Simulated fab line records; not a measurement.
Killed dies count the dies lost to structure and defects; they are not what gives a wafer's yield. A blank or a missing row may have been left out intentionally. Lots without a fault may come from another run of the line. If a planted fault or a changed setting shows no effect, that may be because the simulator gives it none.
fab line records | flow nandHarc
record: lots: 6 wafers: 18 lastDay: 24
route steps=1159 shown A_ZERO_WELL@393 END@1159
lots untouched by any fault: they come from a run of this same line in which no faults occurred
startH: the number of hours between the record's first day and the start of the first shown wafer of the lot | waitH: hours since the lot's step before | " unchanged from the row above | L1.1+2: a single row standing in for several wafers | - no value present, or no start provided | * or withheld: withheld | < > ~ a bound
route shown NAME@n: a module of which the file shows steps, and the number in the route of the first | usual: the fault-free wafers' mean and standard deviation | same: alike in all rows | chamber/n: place in a boat | sites: per-site readings | _std_site: standard deviation of those values | _edge_site: outer sites' mean less inner sites' | radiusMm: for every site, how far away it sits from the centre of the wafer | mask NAME#n: copy n | behind: the most recent tool/chamber to have shaped the wafer | hold: what put the lot on hold/how long, in hours/how the hold closed | device: which transistor (n, p or np) failed to switch | end of line: at the end of the route, the tests of the same wafers | a step given without rows: its recipe and nothing more | killed: at the first sort, the dies lost to defects and structure; wafer yield is something else | map: the dies of a wafer, with x for killed, . for not killed, _ for no die there
set.NAME: the setting the step ran with; set.NAME@STEP: the setting that earlier step ran with | model.NAME: the simulator's own value behind a step, which no gauge read
lots seen at some steps along the route; tables by step, rows by wafer
services: the hour from which a tool's chamber was out of use, counted from the record's first day as startH (under 0 if before that day), plus the number of hours and why
== steps ==
step: NHARC_A_ZERO_WELL_HMDS_03
recipe: timeS: 30
step: NHARC_A_ZERO_WELL_COAT_18
recipe: tempC: 200 timeS: 65
step: NHARC_A_ZERO_WELL_COAT_04
recipe: spinRpm: 2000 resistThkNm: 600
step: NHARC_A_ZERO_WELL_SOFTBAKE_05
recipe: tempC: 125 timeS: 70
step: NHARC_A_ZERO_WELL_EBR_06
step: NHARC_A_ZERO_WELL_EXPOSE_07
recipe: na: 0.55 doseMj: 33.85 maskId: A_ZERO
step: NHARC_A_ZERO_WELL_PEB_08
recipe: pebTempC: 128 pebTimeS: 80
step: NHARC_A_ZERO_WELL_DEVELOP_09
recipe: timeS: 50 devTempC: 22
step: NHARC_A_ZERO_WELL_CD_MEAS_10
recipe: targetCdNm: 2000 landingEnergyEv: 500
usual: cdNm: 1999.8/1.3
columns lot.wafer tool chamber startH waitH cdNm
L163.2 cdSem-03 0 133.19 - 2000.6
L163.4 " 0 " " 1999.3
L163.5 " 0 " " 2002.7
L164.1 cdSem-02 0 149.30 - 2001.0
L164.3 " 0 " " 1998.8
L164.5 " 0 " " 2000.8
L172.3 cdSem-02 0 196.91 - 2001.2
L172.4 " 0 " " 2000.0
L172.5 " 0 " " 2001.4
L173.2 cdSem-03 0 198.60 - 2000.1
L173.4 " 0 " " 1999.9
L173.5 " 0 " " 2001.7
L175.1 cdSem-03 0 217.75 - 2001.5
L175.2 " 0 " " 1999.7
L175.6 " 0 " " 2000.0
L184.2 cdSem-02 0 261.55 - 1999.0
L184.3 " 0 " " 1999.4
L184.4 " 0 " " 1999.8
step: NHARC_A_ZERO_WELL_HARDBAKE_11
recipe: tempC: 118 timeS: 65
step: NHARC_A_ZERO_WELL_DESCUM_12
recipe: timeS: 3 o2FlowSccm: 200 arFlowSccm: 0 biasPowerW: 0 chemistry: O2
usual: drypumpMotorCurrentA: 5.7/0.34 o2FlowSccm: 200.0/0.6 oesProductAu: 0.998/0.0091 rfVppV: 57.8/0.91 showerheadPlenumPTorr: 1.94/0.091 throttleValvePct: 11.310/0.0094
columns lot.wafer tool chamber startH waitH drypumpMotorCurrentA o2FlowSccm oesProductAu rfHoursCounterH rfVppV showerheadPlenumPTorr throttleValvePct
L163.2 rieDiel-12 1 133.37 - 4.8 200.6 0.996 12 57.4 1.84 11.306
L163.4 " 1 " " 4.8 199.4 1.002 - 57.5 1.84 11.309
L163.5 " 2 " " 5.8 200.4 1.010 - 57.6 1.94 11.317
L164.3 rieDiel-04 0 149.46 - 5.8 201.3 0.983 3 59.8 1.93 11.307
L164.1 " 2 " " 5.4 199.5 1.003 2 58.0 1.90 11.298
L164.5 " 1 " " 5.9 199.2 0.999 - 57.5 2.01 11.321
L172.4 rieDiel-13 2 197.09 - 6.0 200.4 0.991 4 57.8 2.05 11.322
L172.3 " 3 " " 5.8 200.7 0.994 8 58.1 2.06 11.289
L172.5 " 2 " " 6.0 199.5 1.000 - 59.9 2.05 11.328
L173.4 rieDiel-04 3 198.75 - 5.4 200.2 0.987 6 57.4 1.92 11.304
L173.2 " 1 " " 5.9 200.9 0.982 6 59.1 2.01 11.312
L173.5 " 3 " " 5.4 199.7 0.994 - 57.7 1.92 11.299
L175.2 rieDiel-13 1 217.91 - 5.5 199.8 0.996 8 57.9 1.83 11.305
L175.1 " 2 " " 6.0 199.4 0.995 6 58.5 2.05 11.299
L175.6 " 2 " " 6.0 200.1 1.008 - 58.7 2.05 11.301
L184.4 rieDiel-13 1 261.71 - 5.5 199.7 0.988 10 58.6 1.83 11.310
L184.2 " 2 " " 5.9 200.5 0.986 9 58.0 2.05 11.319
L184.3 " 3 " " 5.8 199.3 0.983 13 58.7 2.06 11.304
step: NHARC_A_ZERO_WELL_ETCH_19
recipe: targetDepthA: 800 overetchA: 240 timeS: 87.88 ionEnergyEv: 200 n2FlowSccm: 150 h2FlowSccm: 150 arFlowSccm: 0 rfW: 400 biasW: 150 chemistry: N2/H2
usual: drypumpMotorCurrentA: 5.7/0.32 oesProductAu: 1.001/0.01 rfVppV: 431.0/2.8 showerheadPlenumPTorr: 2.06/0.1 throttleValvePct: 14.171/0.0081
columns lot.wafer tool chamber startH waitH drypumpMotorCurrentA oesProductAu rfHoursCounterH rfVppV showerheadPlenumPTorr throttleValvePct
L163.2 rieDiel-12 3 133.48 0.1 5.7 1.005 13 433.2 2.19 14.177
L163.5 " 1 " " 4.8 1.016 - 428.4 1.96 14.171
L163.4 " 3 " " 5.6 1.008 - 436.4 2.19 14.168
L164.1 rieDiel-04 0 149.54 0.1 5.8 0.978 3 430.0 2.05 14.169
L164.3 " 3 " " 5.4 0.997 2 429.8 2.05 14.171
L164.5 " 1 " " 5.9 0.992 - 432.0 2.15 14.164
L172.4 rieDiel-13 0 197.17 0.1 5.6 0.992 7 427.7 1.90 14.162
L172.3 " 1 " " 5.5 1.008 6 427.6 1.95 14.177
L172.5 " 3 " " 5.8 1.009 - 434.2 2.20 14.154
L173.2 rieDiel-04 0 198.84 0.1 5.8 0.980 7 429.0 2.05 14.171
L173.4 " 1 " " 5.9 0.999 6 433.7 2.15 14.163
L173.5 " 0 " " 5.8 0.986 - 431.4 2.05 14.176
L175.2 rieDiel-13 2 218.00 0.1 6.0 1.005 6 434.3 2.19 14.167
L175.1 " 3 " " 5.8 0.994 9 435.3 2.20 14.190
L175.6 " 2 " " 5.9 1.005 - 432.9 2.19 14.164
L184.2 rieDiel-13 1 261.79 0.1 5.5 1.000 10 428.6 1.95 14.171
L184.3 " 2 " " 6.0 1.002 9 434.0 2.19 14.185
L184.4 " 3 " " 5.8 0.988 13 435.6 2.20 14.170
step: NHARC_A_ZERO_WELL_ETCH_13
recipe: targetDepthA: 1200 timeS: 40.1 hbrFlowSccm: 150 cl2FlowSccm: 50 rfW: 400 icpW: 400 biasW: 100 chemistry: HBr/Cl2
usual: drypumpMotorCurrentA: 5.5/0.46 oesProductAu: 1.002/0.01 throttleValvePct: 26.406/0.0092
columns lot.wafer tool chamber startH waitH drypumpMotorCurrentA oesProductAu rfHoursCounterH throttleValvePct
L163.4 rieSi-06 2 133.61 - 4.7 1.006 0.8 26.413
L163.2 " 3 " " 6.2 1.002 0.9 26.410
L163.5 " 1 " " 5.6 0.996 - 26.410
L164.3 rieSi-01 0 149.69 - 5.3 1.002 0.1 26.400
L164.1 " 1 " " 5.2 1.005 0.1 26.395
L164.5 " 2 " " 5.8 1.015 - 26.415
L172.3 rieSi-01 0 197.29 - 5.3 0.726 0.5 26.415
L172.4 " 2 " " 5.8 1.025 0.5 26.399
L172.5 " 1 " " 5.2 1.014 - 26.394
L173.2 rieSi-06 2 198.97 - 4.8 0.990 0.0 26.414
L173.4 " 1 " " 5.5 0.977 - 26.419
L173.5 " 3 " " 6.2 0.990 - 26.407
L175.2 rieSi-01 0 218.13 - 5.3 0.717 0.6 26.401
L175.1 " 1 " " 5.2 1.010 0.6 26.415
L175.6 " 3 " " 5.7 0.994 - 26.410
L184.2 rieSi-06 0 261.92 - 5.6 0.998 0.4 26.412
L184.4 " 1 " " 5.6 0.982 0.4 26.407
L184.3 " 2 " " 4.8 0.989 0.5 26.411
step: NHARC_A_ZERO_WELL_STRIP_14
recipe: timeS: 900 tempC: 130 chemistry: SPM
step: NHARC_END_SORT_01
recipe: tempC: 25
usual: killedAtArray: 26/9 killedAtOther: 0.8/1.2 killedAtPeriphery: 3.2/2.3 killedDies: 30/9.1 killedOpen: 3.5/2 killedShort: 1.8/1.4
same: grossDies: 677
columns lot.wafer tool chamber startH waitH killedAtArray killedAtOther killedAtPeriphery killedDies killedOpen killedShort
L163.2 prober-02 0 445.38 2.8 44 1 5 50 2 3
L163.4 prober-02 0 446.98 3.4 30 2 5 37 3 2
L163.5 prober-02 0 447.78 3.7 35 1 3 39 4 1
L164.1 prober-02 0 454.59 2.5 28 1 3 32 1 3
L164.3 prober-02 0 456.19 3.1 25 1 4 30 7 2
L164.5 prober-02 0 457.78 3.7 20 0 2 22 0 2
L173.2 prober-02 0 492.17 2.8 23 0 1 24 4 0
L173.4 prober-02 0 493.77 3.4 27 0 3 30 2 2
L173.5 prober-02 0 494.58 3.7 25 1 1 27 0 0
L172.3 prober-01 0 492.90 3.1 21 2 2 25 3 4
L172.4 prober-01 0 493.71 3.4 25 1 1 27 5 1
L172.5 prober-01 0 494.51 3.7 20 0 3 23 3 2
L175.1 prober-01 0 514.06 2.5 42 0 1 43 4 2
L175.2 prober-01 0 514.86 2.8 40 0 2 42 4 1
L175.6 prober-01 0 518.07 4.0 34 0 1 35 2 4
killed by level:class
L163.2 A_CHANNEL_HOLE_D1:chamberFilmFlake=13 A_STAIRCASE:chamberFilmFlake=13 A_SLIT:chamberFilmFlake=10 A_CONTACT:chamberFilmFlake=4 P_M2:chamberFilmFlake=2 A_WL_FILL:chamberFilmFlake=2 P_GATE:geometricParticle:open=1 P_GATE:geometricParticle:short=1
L163.4 A_CHANNEL_HOLE_D1:chamberFilmFlake=13 A_CONTACT:chamberFilmFlake=5 P_STI:chamberFilmFlake=4 A_SLIT:chamberFilmFlake=4 A_STAIRCASE:chamberFilmFlake=2 A_WL_FILL:chamberFilmFlake=2 THIN_TSV:chamberFilmFlake=2 P_GATE:geometricParticle:open=1
L163.5 A_CHANNEL_HOLE_D1:chamberFilmFlake=12 A_STAIRCASE:chamberFilmFlake=8 A_SLIT:chamberFilmFlake=8 A_CONTACT:chamberFilmFlake=3 P_CONTACT:geometricParticle:open=2 A_M0:geometricParticle:open=2 A_SOURCE_PLATE:geometricParticle:short=1 P_M2:chamberFilmFlake=1
L164.1 A_CHANNEL_HOLE_D1:chamberFilmFlake=13 A_CONTACT:chamberFilmFlake=4 A_ZERO_WELL:chamberFilmFlake=3 A_CHANNEL_FILL_D1:chamberFilmFlake=3 A_WL_FILL:geometricParticle:short=2 A_STAIRCASE:chamberFilmFlake=2 P_M0:geometricParticle:short=1 P_M1:geometricParticle:open=1
L164.3 A_CHANNEL_HOLE_D1:chamberFilmFlake=12 A_CONTACT:geometricParticle:open=2 P_STI:chamberFilmFlake=2 A_STAIRCASE:chamberFilmFlake=2 A_CONTACT:chamberFilmFlake=2 P_GATE:geometricParticle:open=1 P_M0:geometricParticle:short=1 A_SGD_CUT:geometricParticle:open=1
L164.5 A_CHANNEL_HOLE_D1:chamberFilmFlake=13 A_CONTACT:chamberFilmFlake=3 A_STAIRCASE:chamberFilmFlake=2 P_STI:geometricParticle:short=1 A_SLIT:geometricParticle:short=1 P_BONDPAD:chamberFilmFlake=1 A_WL_FILL:chamberFilmFlake=1
L173.2 A_CHANNEL_HOLE_D1:chamberFilmFlake=14 A_CHANNEL_FILL_D1:chamberFilmFlake=3 A_SOURCE_PLATE:geometricParticle:open=1 A_ONON_D1:geometricParticle:open=1 A_SGD_CUT:geometricParticle:open=1 A_CONTACT:geometricParticle:open=1 P_ZERO_WELL:chamberFilmFlake=1 A_WL_FILL:chamberFilmFlake=1
L172.3 A_SLIT:chamberFilmFlake=7 A_CONTACT:chamberFilmFlake=4 A_CHANNEL_HOLE_D1:chamberFilmFlake=3 A_ONON_D1:geometricParticle:short=2 A_STAIRCASE:chamberFilmFlake=2 P_GATE:geometricParticle:short=1 P_M1:geometricParticle:open=1 A_ONON_D1:geometricParticle:open=1
L172.4 A_SLIT:chamberFilmFlake=9 A_CHANNEL_HOLE_D1:chamberFilmFlake=5 A_CHANNEL_FILL_D1:chamberFilmFlake=3 A_CONTACT:chamberFilmFlake=3 A_CONTACT:geometricParticle:open=2 P_M0:geometricParticle:open=1 A_BLC:geometricParticle:open=1 A_BLC:geometricParticle:short=1
L173.4 A_CHANNEL_HOLE_D1:chamberFilmFlake=14 A_CONTACT:chamberFilmFlake=6 A_STAIRCASE:chamberFilmFlake=2 P_M1:geometricParticle:short=1 P_M2:geometricParticle:open=1 A_SOURCE_PLATE:geometricParticle:open=1 A_ONON_D1:geometricParticle:short=1 P_ZERO_WELL:chamberFilmFlake=1
L172.5 A_SLIT:chamberFilmFlake=8 A_CONTACT:chamberFilmFlake=4 A_CHANNEL_HOLE_D1:chamberFilmFlake=3 P_GATE:geometricParticle:open=1 P_CONTACT:geometricParticle:open=1 P_M0:geometricParticle:open=1 A_CHANNEL_HOLE_D1:geometricParticle:short=1 A_WL_FILL:geometricParticle:short=1
L173.5 A_CHANNEL_HOLE_D1:chamberFilmFlake=18 A_CONTACT:chamberFilmFlake=4 A_STAIRCASE:chamberFilmFlake=2 P_ZERO_WELL:chamberFilmFlake=1 A_ZERO_WELL:chamberFilmFlake=1 THIN_TSV:chamberFilmFlake=1
L175.1 A_SLIT:chamberFilmFlake=16 A_CHANNEL_HOLE_D1:chamberFilmFlake=15 A_STAIRCASE:chamberFilmFlake=2 A_WL_FILL:chamberFilmFlake=2 A_CONTACT:chamberFilmFlake=2 P_M0:geometricParticle:open=1 A_ONON_D1:geometricParticle:short=1 A_CHANNEL_FILL_D1:geometricParticle:open=1
L175.2 A_CHANNEL_HOLE_D1:chamberFilmFlake=16 A_SLIT:chamberFilmFlake=9 A_CONTACT:chamberFilmFlake=9 A_ONON_D1:geometricParticle:open=2 A_STAIRCASE:chamberFilmFlake=2 P_CONTACT:geometricParticle:open=1 A_CONTACT:geometricParticle:open=1 A_CONTACT:geometricParticle:short=1
L175.6 A_CHANNEL_HOLE_D1:chamberFilmFlake=12 A_SLIT:chamberFilmFlake=12 A_CONTACT:chamberFilmFlake=5 P_CONTACT:geometricParticle:short=1 A_ONON_D1:geometricParticle:short=1 A_SGD_CUT:geometricParticle:open=1 A_WL_FILL:geometricParticle:short=1 A_CONTACT:geometricParticle:open=1
== services ==
columns tool chamber startH hours kind
rieDiel-04 - 111.90 9.0 pm
rieDiel-12 0 125.13 24.1 repair
rieSi-01 - 127.00 9.0 pm
rieDiel-13 0 132.50 - clean
rieDiel-13 1 132.50 - clean
rieDiel-13 2 132.50 - clean
rieDiel-13 3 132.50 - clean
rieSi-01 3 140.92 3.9 repair
rieSi-06 0 144.89 10.0 repair
rieDiel-13 2 149.21 30.6 repair
rieDiel-13 0 157.00 - clean
rieDiel-13 1 157.00 - clean
rieDiel-13 3 157.00 - clean
rieSi-01 1 166.80 6.3 repair
rieDiel-13 0 181.50 - clean
rieDiel-13 1 181.50 - clean
rieDiel-13 2 181.50 - clean
rieDiel-13 3 181.50 - clean
rieSi-06 - 183.00 9.0 pm
rieDiel-12 - 202.41 9.0 pm
rieDiel-13 0 202.61 3.4 repair
rieDiel-13 1 206.00 - clean
rieDiel-12 1 218.40 5.1 repair
rieDiel-13 1 241.00 15.6 repair
== key ==
firstSign: step: NHARC_A_ZERO_WELL_ETCH_13 reading: oesProductAu direction: down sigmas: 27 usual: 1.002 struck: 0.721
effect none on later readings
metAt NHARC_A_ZERO_WELL_ETCH_13
struckWafers L172.3,L175.2
testerLeftOut L172,L175
onsetBetween 149.69 197.29
fault: kind: processParameterDrift tool: rieSi-01 chamber: - onsetH: 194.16 steps: NHARC_A_ZERO_WELL_ETCH_13 channel: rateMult offset: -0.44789 shape: step endH: 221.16 scope: struckWafersOnly
testerLeftOut: of these lots the tester's yield and bins aren't shown, on N5 and GAA mostly nor the transistor test; their killed dies are dies lost to structure and defects alone, not to doping, threshold or leakage, so they don't give the yield
